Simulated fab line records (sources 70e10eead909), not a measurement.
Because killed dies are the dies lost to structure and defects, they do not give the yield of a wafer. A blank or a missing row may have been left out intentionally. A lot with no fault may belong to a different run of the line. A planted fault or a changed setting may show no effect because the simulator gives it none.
Chamber matching ; flow nandHarc ; NHARC_P_BONDPAD_ETCH_37 on rieDiel-07 has 4 sister chambers
The step etches the open film in N2/H2, target depth 60 nm, overetch 18 nm, time 65.91 s. 8 wafers are shown with their chamber, then 12 later ones without.

WAFERS PAIRED WITH THEIR CHAMBERS
wafer;chamber;drypumpMotorCurrentA (A);rfVppV (V)
L081.2;2;5.4;430.7
L080.1;0;6.3;433.4
L080.4;3;5.3;430.6
L086.1;0;6.3;432.5
L086.5;1;4.9;426.3
L088.2;2;5.3;428.9
L088.3;3;5.3;432.7
L088.4;1;5.0;427.8

WAFERS WHOSE CHAMBER IS MISSING
wafer;drypumpMotorCurrentA (A);rfVppV (V)
L085.3;5.4;427.5
L085.4;5.3;431.8
L085.5;5.3;430.1
L089.4;5.3;430.8
L089.5;5.3;431.7
L089.6;5.4;429.5
L094.2;5.3;431.9
L094.4;6.3;431.8
L094.6;5.4;430.2
L095.1;5.3;431.4
L095.4;4.9;429.5
L095.6;4.9;429.5

THE CHAMBER EACH PASSED THROUGH
wafer;from the rows above;in truth
L085.3;can't be placed: 2 or 3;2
L085.4;can't be placed: 3 or 2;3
L085.5;can't be placed: 2 or 3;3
L089.4;can't be placed: 3 or 2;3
L089.5;can't be placed: 3 or 2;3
L089.6;can't be placed: 2 or 3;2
L094.2;can't be placed: 3 or 2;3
L094.4;0;0
L094.6;can't be placed: 2 or 3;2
L095.1;can't be placed: 3 or 2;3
L095.4;1;1
L095.6;1;1
Correct placement for 3 of the 12. These rows do not allow placing 9 (true chamber among the candidates in 9). Placed wrongly: 0.
How it was worked out, from the rows above alone: a wafer's distance from a chamber is the root of the sum, over the readings, of the square of ((its reading less the chamber's mean) divided by the reading's scatter). The wafer belongs to the nearest chamber; if the next one is less than 2 further off, it can't be placed. Each chamber's mean is taken over the wafers shown for it. The scatter: the root of (the sum of the squares of (reading less its chamber's mean) over the shown wafers, divided by (wafers less chambers)).
